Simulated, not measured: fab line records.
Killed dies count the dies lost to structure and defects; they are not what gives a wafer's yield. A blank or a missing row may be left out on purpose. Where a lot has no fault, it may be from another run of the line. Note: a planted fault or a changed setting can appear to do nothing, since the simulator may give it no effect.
fab line records	flow nand_harc
record: lots: 13	wafers: 39	last_day: 25
route steps=1159 shown A_M0@1016 THIN_TSV@1132 END@1159
lots with no fault: from the same line, run without faults
start_h: the number of hours between the record's first day and the start of the first shown wafer of the lot	wait_h: hours since the lot's step before	" identical to the entry in the row above	L1.1+2: a row that stands for several wafers	- no value present, or no start provided	* or withheld: withheld	< > ~ a bound
route shown NAME@n: a module of which the file shows steps, and the number in the route of the first	usual: average and standard deviation across the fault-free wafers	same: alike in all rows	chamber/n: place in a boat	sites: the reading at each site	_std_site: standard deviation across them	_edge_site: mean of outer sites minus mean of inner sites	radius_mm: for every site, how far away it sits from the centre of the wafer	mask NAME#n: copy n	behind: the tool/chamber that last shaped the wafer	hold: the reason the lot was held/the length of the hold in hours/how it ended	device: names the non-switching transistor (n, p or np)	end of line: the route-end tests of the same wafers	step lacking rows: just its recipe	killed: dies lost to structure and defects at the first sort, not the wafer's yield	map: a wafer's dies, marking killed ones x, the rest . and places with no die _
set.NAME: the run value of the setting; set.NAME@STEP: its run value at that earlier step	model.NAME: the simulator's own value behind a step, which no gauge read
route steps across a sampled set of lots; one table per step, one row per wafer
services: a tool's chamber out of use, with start hour (start_h, from the record's first day; less than 0 if before it), hours out, and reason
== steps ==
step: NHARC_A_M0_PVD_21
recipe: target_thk_a: 300	chamber_pressure_pa: 5	power_w: 5000	substrate_temp_c: 30	time_s: 20.49	material: Cu
usual: throttle_valve_pct: 29.8/1.1
lot.wafer	tool	chamber	start_h	wait_h	throttle_valve_pct
L166.2	pvd_sputter-03	-	404.93	-	27.5
L166.3	"	-	"	"	29.6
L166.6	"	-	"	"	29.7
L165.1	pvd_sputter-02	-	405.57	-	29.5
L165.3	"	-	"	"	31.3
L165.6	"	-	"	"	31.4
L167.4	pvd_sputter-03	-	405.77	-	29.6
L167.1	"	-	"	"	30.0
L167.5	"	-	"	"	29.6
L170.1	pvd_sputter-03	-	414.89	-	29.8
L170.4	"	-	"	"	29.8
L170.6	"	-	"	"	29.5
L172.4	pvd_sputter-03	-	442.70	-	29.7
L172.1	"	-	"	"	29.9
L172.3	"	-	"	"	27.4
L173.4	pvd_sputter-03	-	466.62	-	29.9
L173.1	"	-	"	"	29.8
L173.2	"	-	"	"	27.3
L174.1	pvd_sputter-02	-	476.52	-	30.3
L174.3	"	-	"	"	31.6
L174.6	"	-	"	"	30.5
L178.1	pvd_sputter-02	-	479.79	-	29.0
L178.2	"	-	"	"	30.7
L178.6	"	-	"	"	29.0
L181.2	pvd_sputter-02	-	504.16	-	28.9
L181.1	"	-	"	"	31.2
L181.4	"	-	"	"	30.1
L182.3	pvd_sputter-02	-	509.28	-	31.3
L182.1	"	-	"	"	30.3
L182.4	"	-	"	"	31.5
L187.2	pvd_sputter-03	-	526.21	-	29.7
L187.4	"	-	"	"	28.3
L187.5	"	-	"	"	29.7
L186.2	pvd_sputter-03	-	532.47	-	29.4
L186.1	"	-	"	"	29.3
L186.6	"	-	"	"	30.3
L188.1	pvd_sputter-01	-	542.87	-	30.5
L188.3	"	-	"	"	30.1
L188.6	"	-	"	"	31.0
step: NHARC_THIN_TSV_ANNEAL_52
recipe: temp_c: 225	time_s: 90
usual: wafer_temp_C_max: 225.9/0.31
lot.wafer	tool	chamber	start_h	wait_h	wafer_temp_C_max
L166.2	rtp_anneal-02	0	498.88	0.6	225.5
L166.3	"	0	"	"	225.7
L166.6	"	0	"	"	225.3
L165.1	rtp_anneal-01	0	500.53	0.5	226.3
L165.3	"	0	"	"	226.3
L165.6	"	0	"	"	226.3
L167.1	rtp_anneal-02	0	502.09	0.6	225.9
L167.4	"	0	"	"	225.9
L167.5	"	0	"	"	225.7
L170.1	rtp_anneal-01	0	504.18	0.7	226.1
L170.4	"	0	"	"	226.0
L170.6	"	0	"	"	225.9
L172.1	rtp_anneal-01	0	509.26	0.6	226.1
L172.3	"	0	"	"	226.0
L172.4	"	0	"	"	226.1
L173.1	rtp_anneal-01	0	511.71	0.6	225.8
L173.2	"	0	"	"	226.3
L173.4	"	0	"	"	226.0
L174.1	rtp_anneal-01	0	512.02	0.7	226.4
L174.3	"	0	"	"	225.6
L174.6	"	0	"	"	226.2
L178.1	rtp_anneal-01	0	512.71	0.6	226.3
L178.2	"	0	"	"	226.1
L178.6	"	0	"	"	226.3
L181.1	rtp_anneal-02	0	532.81	0.6	226.0
L181.2	"	0	"	"	225.8
L181.4	"	0	"	"	226.2
L182.1	rtp_anneal-01	0	538.17	0.5	225.7
L182.3	"	0	"	"	226.0
L182.4	"	0	"	"	226.0
L187.2	rtp_anneal-02	0	554.41	0.6	225.8
L187.4	"	0	"	"	225.5
L187.5	"	0	"	"	225.5
L186.1	rtp_anneal-02	0	563.03	0.5	225.8
L186.2	"	0	"	"	225.3
L186.6	"	0	"	"	225.5
L188.1	rtp_anneal-02	0	570.09	0.6	226.0
L188.3	"	0	"	"	226.0
L188.6	"	0	"	"	226.2
step: NHARC_THIN_TSV_DEGAS_53
recipe: temp_c: 300	time_s: 60
usual: heater_power_w: 464/48
lot.wafer	tool	chamber	start_h	wait_h	heater_power_w
L166.3	pvd_sputter-02	-	500.00	0.4	444
L166.2	"	-	"	"	476
L166.6	"	-	"	"	440
L165.3	pvd_sputter-02	-	501.86	0.6	445
L165.1	"	-	"	"	534
L165.6	"	-	"	"	462
L167.4	pvd_sputter-02	-	503.41	0.6	432
L167.1	"	-	"	"	508
L167.5	"	-	"	"	461
L170.1	pvd_sputter-03	-	506.83	1.9	345
L170.4	"	-	"	"	523
L170.6	"	-	"	"	345
L172.1	pvd_sputter-02	-	510.10	0.1	435
L172.3	"	-	"	"	499
L172.4	"	-	"	"	462
L173.1	pvd_sputter-03	-	512.51	0.1	358
L173.2	"	-	"	"	442
L173.4	"	-	"	"	469
L174.1	pvd_sputter-02	-	512.85	0.1	445
L174.3	"	-	"	"	508
L174.6	"	-	"	"	430
L178.1	pvd_sputter-03	-	513.51	0.1	509
L178.2	"	-	"	"	357
L178.6	"	-	"	"	440
L181.2	pvd_sputter-01	-	533.61	0.1	520
L181.4	"	-	"	"	467
L181.1	"	-	"	"	536
L182.4	pvd_sputter-01	-	538.98	0.1	535
L182.1	"	-	"	"	536
L182.3	"	-	"	"	512
L187.2	pvd_sputter-01	-	555.16	0.1	532
L187.4	"	-	"	"	466
L187.5	"	-	"	"	465
L186.1	pvd_sputter-03	-	563.87	0.1	467
L186.2	"	-	"	"	445
L186.6	"	-	"	"	478
L188.1	pvd_sputter-01	-	570.94	0.1	538
L188.3	"	-	"	"	531
L188.6	"	-	"	"	457
step: NHARC_THIN_TSV_STRIP_56
recipe: power_w: 1500	temp_c: 250	chemistry: O2
usual: drypump_motor_current_A: 5.39/0.28	heater_power_w: 334/31	temp_c: 250.01/0.19
lot.wafer	tool	chamber	start_h	wait_h	drypump_motor_current_A	heater_power_w	rf_hours_counter_h	temp_c
L166.2	plasma_asher-02	1	502.71	0.2	5.78	312	42	249.91
L166.3	"	1	"	"	5.75	313	-	250.09
L166.6	"	1	"	"	5.78	311	-	249.79
L165.1	plasma_asher-02	1	504.33	0.1	5.74	320	43	250.07
L165.3	"	1	"	"	5.75	309	-	249.97
L165.6	"	0	"	"	5.58	295	-	250.09
L167.1	plasma_asher-02	1	507.85	0.1	5.78	314	45	250.19
L167.4	"	1	"	"	5.78	300	-	250.31
L167.5	"	0	"	"	5.60	301	-	250.04
L170.1	plasma_asher-01	0	509.68	0.2	5.09	369	17	250.16
L170.4	"	1	"	"	5.14	361	-	250.09
L170.6	"	1	"	"	5.16	369	-	250.25
L172.1	plasma_asher-02	1	511.92	0.1	5.72	311	48	249.79
L172.3	"	1	"	"	5.74	308	-	249.82
L172.4	"	0	"	"	5.59	304	-	250.17
L173.1	plasma_asher-01	1	514.20	0.1	5.11	365	19	249.99
L173.2	"	0	"	"	5.09	377	19	249.82
L173.4	"	0	"	"	5.11	368	-	249.89
L174.1	plasma_asher-01	1	514.81	0.1	5.12	356	19	250.29
L174.3	"	1	"	"	5.14	379	-	250.20
L174.6	"	0	"	"	5.08	357	-	249.90
L178.2	plasma_asher-01	1	515.34	0.1	5.11	359	19	249.78
L178.1	"	0	"	"	5.11	364	19	250.13
L178.6	"	0	"	"	5.12	360	-	250.35
L181.1	plasma_asher-01	1	535.29	0.1	5.13	363	27	249.90
L181.2	"	0	"	"	5.10	362	27	249.81
L181.4	"	0	"	"	5.09	368	-	250.13
L182.1	plasma_asher-01	1	541.26	0.5	5.13	357	30	249.90
L182.3	"	0	"	"	5.10	358	-	250.02
L182.4	"	1	"	"	5.14	360	-	249.94
L187.2	plasma_asher-01	1	556.99	0.1	5.14	356	39	249.80
L187.4	"	0	"	"	5.09	372	-	249.98
L187.5	"	0	"	"	5.10	374	-	249.75
L186.1	plasma_asher-02	0	565.55	0.1	5.59	278	6	250.02
L186.2	"	1	"	"	5.73	307	6	249.73
L186.6	"	1	"	"	5.76	313	-	249.97
L188.1	plasma_asher-01	0	572.60	0.1	5.10	363	45	250.01
L188.3	"	1	"	"	5.11	371	-	249.68
L188.6	"	0	"	"	5.11	372	-	249.48
step: NHARC_END_SORT_01
recipe: temp_c: 25
usual: defect_limited_yield: 95.6/1.6	killed_at_array: 26/11	killed_at_other: 0.4/0.78	killed_at_periphery: 3.4/2.4	killed_dies: 29/11	killed_open: 3.1/1.9	killed_short: 1.9/1.4	sort_bin_2_pct: 1.3/0.63	sort_bin_3_pct: 0.20/0.18	sort_bin_4_pct: 2.8/1.1	sort_n_pass: 648/11	sort_rim_yield_pct: 95/3.4	sort_yield_pct: 95.6/1.6
same: gross_dies: 677	sort_bin_5_pct[%]: 0	sort_bin_6_pct[%]: 0	sort_bin_7_pct[%]: 0	sort_bin_8_pct[%]: 0	sort_rim_n_gross: 106.00
lot.wafer	tool	chamber	start_h	wait_h	defect_limited_yield[%]	killed_at_array	killed_at_other	killed_at_periphery	killed_dies	killed_open	killed_short	sort_bin_2_pct[%]	sort_bin_3_pct[%]	sort_bin_4_pct[%]	sort_n_pass	sort_rim_yield_pct[%]	sort_yield_pct[%]
L172.1	prober-02	0	536.69	2.5	80.8	128	0	2	130	2	2	6.4	5.91	6.9	547	96	80.8
L172.3	prober-02	0	538.32	3.1	94.2	39	0	0	39	5	1	2.5	0	3.2	638	97	94.2
L172.4	prober-02	0	539.13	3.4	97.2	18	0	1	19	1	0	0.7	0	2.1	658	93	97.2
L173.1	prober-02	0	552.42	2.5	93.5	43	0	1	44	6	0	1.2	0.44	4.9	633	96	93.5
L173.2	prober-02	0	553.21	2.8	95.9	26	0	2	28	2	1	1.2	0.15	2.8	649	91	95.9
L173.4	prober-02	0	554.79	3.4	77.5	140	1	11	152	3	2	8.4	5.76	8.3	525	94	77.5
killed by level:class
L172.1 A_M0:unspecified=104 A_CHANNEL_HOLE_D1:chamber_film_flake=14 A_SLIT:chamber_film_flake=5 A_STAIRCASE:chamber_film_flake=2 P_CONTACT:geometric_particle:open=1 P_CONTACT:geometric_particle:short=1 A_CHANNEL_FILL_D1:geometric_particle:short=1 A_CONTACT:geometric_particle:open=1
L172.3 A_CHANNEL_HOLE_D1:chamber_film_flake=19 A_SLIT:chamber_film_flake=9 A_WL_FILL:chamber_film_flake=3 A_STAIRCASE:chamber_film_flake=2 A_CHANNEL_HOLE_D1:geometric_particle:open=1 A_WL_FILL:geometric_particle:open=1 A_WL_FILL:geometric_particle:short=1 A_CONTACT:geometric_particle:open=1
L172.4 A_CHANNEL_HOLE_D1:chamber_film_flake=7 A_STAIRCASE:chamber_film_flake=4 A_WL_FILL:chamber_film_flake=3 A_SLIT:chamber_film_flake=3 A_SGD_CUT:geometric_particle:open=1 P_ZERO_WELL:chamber_film_flake=1
L173.1 A_CHANNEL_HOLE_D1:chamber_film_flake=22 A_SLIT:chamber_film_flake=9 A_STAIRCASE:chamber_film_flake=5 A_CONTACT:geometric_particle:open=3 A_CONTACT:chamber_film_flake=2 P_CONTACT:geometric_particle:open=1 A_CHANNEL_FILL_D1:geometric_particle:open=1 A_M0:geometric_particle:open=1
L173.2 A_CHANNEL_HOLE_D1:chamber_film_flake=14 A_SLIT:chamber_film_flake=4 A_CONTACT:chamber_film_flake=3 A_STAIRCASE:chamber_film_flake=2 P_CONTACT:geometric_particle:open=1 A_CHANNEL_FILL_D1:geometric_particle:short=1 A_SGD_CUT:geometric_particle:open=1 P_ZERO_WELL:chamber_film_flake=1
L173.4 A_M0:unspecified=105 A_CHANNEL_HOLE_D1:chamber_film_flake=20 A_SLIT:chamber_film_flake=8 P_ZERO_WELL:chamber_film_flake=6 A_STAIRCASE:chamber_film_flake=3 P_GATE:chamber_film_flake=2 P_GATE:geometric_particle:short=1 P_CONTACT:geometric_particle:open=1
== services ==
tool	chamber	start_h	hours	kind
pvd_sputter-02	-	392.00	10.0	pm
pvd_sputter-01	-	408.67	0.8	repair
pvd_sputter-01	-	432.53	90.5	repair
plasma_asher-01	-	453.66	9.0	pm
plasma_asher-01	0	453.66	9.0	vent_cycle
plasma_asher-01	1	453.66	9.0	vent_cycle
plasma_asher-01	0	462.66	-	clean
plasma_asher-01	1	462.66	-	clean
pvd_sputter-03	-	496.82	10.0	pm
pvd_sputter-02	-	522.09	1.1	repair
pvd_sputter-01	-	523.04	10.0	pm
plasma_asher-02	-	537.51	9.0	pm
plasma_asher-02	0	537.51	9.0	vent_cycle
plasma_asher-02	1	537.51	9.0	vent_cycle
plasma_asher-02	0	546.51	-	clean
plasma_asher-02	1	546.51	-	clean
pvd_sputter-01	-	558.07	5.1	repair
pvd_sputter-02	-	559.11	4.2	repair
pvd_sputter-03	-	567.78	2.8	repair
pvd_sputter-02	-	570.00	10.0	pm
== key ==
first_sign: step: NHARC_END_SORT_01	reading: killed_dies	direction: up	sigmas: 10	usual: 29	struck: 141
effect: step: NHARC_END_SORT_01	reading: defect_limited_yield	direction: down	sigmas: 10	usual: 95.6	struck: 79.2
more_kills_born_at: NHARC_A_M0_PVD_21@pvd_sputter-03: 209
met_at NHARC_A_M0_PVD_21
struck_lots L172,L173
struck_wafers L172.1,L173.4
not_acting_at NHARC_THIN_TSV_ANNEAL_52,NHARC_THIN_TSV_DEGAS_53,NHARC_THIN_TSV_STRIP_56
fault: kind: chamber_particle_source	tool: pvd_sputter-03	chamber: -	onset_h: 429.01	steps: NHARC_A_M0_PVD_21	rate_per_visit_cm2: 1.9277	end_h: 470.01	scope: struck_wafers_only
